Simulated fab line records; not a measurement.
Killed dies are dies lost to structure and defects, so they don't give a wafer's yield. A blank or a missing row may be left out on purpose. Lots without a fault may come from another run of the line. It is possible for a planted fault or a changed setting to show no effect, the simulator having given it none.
Matching of chambers -- flow n5Finfet -- 4 sister chambers for N5_BEOL_M0_SAQP_SPACER2_ETCHBACK_27 on rieDiel-05
The step etches SiO2 in CHF3/O2, target depth 22.5 nm, time 11.25 s. 20 wafers are shown with their chamber, then 10 later ones without.

## WAFERS PAIRED WITH THEIR CHAMBERS
wafer,chamber,showerheadPlenumPTorr (Torr),throttleValvePct (%),rfVppV (V)
L074.3,2,2.47,19.06,539
L074.4,0,2.32,19.07,537
L074.5,0,2.32,19.08,536
L078.1,2,2.47,19.09,537
L078.2,0,2.32,19.08,536
L078.5,2,2.47,19.09,536
L081.1,3,2.51,19.11,523
L081.5,1,2.30,18.65,518
L081.6,0,2.32,19.08,535
L083.2,0,2.32,19.09,536
L083.5,1,2.30,18.66,517
L083.6,2,2.47,19.10,538
L084.1,2,2.47,19.10,539
L084.3,3,2.51,19.11,524
L084.4,1,2.30,18.67,518
L085.1,1,2.30,18.68,518
L085.4,2,2.47,19.09,538
L085.6,1,2.30,18.67,518
L089.1,2,2.46,19.12,537
L089.4,3,2.51,19.13,524

SIGNATURES (averages over the wafers above)
reading,chamber 0,chamber 1,chamber 2,chamber 3,scatter within a chamber
showerheadPlenumPTorr,2.3200,2.3000,2.4686,2.5100,0.00231
throttleValvePct,19.0800,18.6660,19.0929,19.1167,0.0135
rfVppV,536.00,517.80,537.71,523.67,0.825
Rule: distance of a wafer from a chamber = root of the sum over the readings of ((wafer's reading minus chamber's mean) / reading's scatter) squared. If the next closest chamber is less than 2 further off than the closest, the wafer can't be placed; otherwise it belongs to the closest. The scatter: the root of (the sum of the squares of (reading less its chamber's mean) over the shown wafers, divided by (wafers less chambers)).

## WAFERS WITH NO CHAMBER GIVEN
wafer,showerheadPlenumPTorr (Torr),throttleValvePct (%),rfVppV (V)
L089.5,2.46,19.11,539
L090.1,2.29,18.68,518
L090.2,2.50,19.15,523
L090.5,2.31,19.11,536
L093.1,2.31,19.13,536
L093.3,2.50,19.14,523
L093.6,2.29,18.69,518
L095.1,2.31,19.13,536
L095.3,2.50,19.15,522
L095.4,2.46,18.68,538

## THE CHAMBER EACH PASSED THROUGH
wafer,from the rows above,in truth
L089.5,2,2
L090.1,1,1
L090.2,3,3
L090.5,0,0
L093.1,0,0
L093.3,3,3
L093.6,1,1
L095.1,0,0
L095.3,3,3
L095.4,2,2
Correctly placed: 10 of 10. From these rows, 0 cannot be placed. 0 placed wrongly.
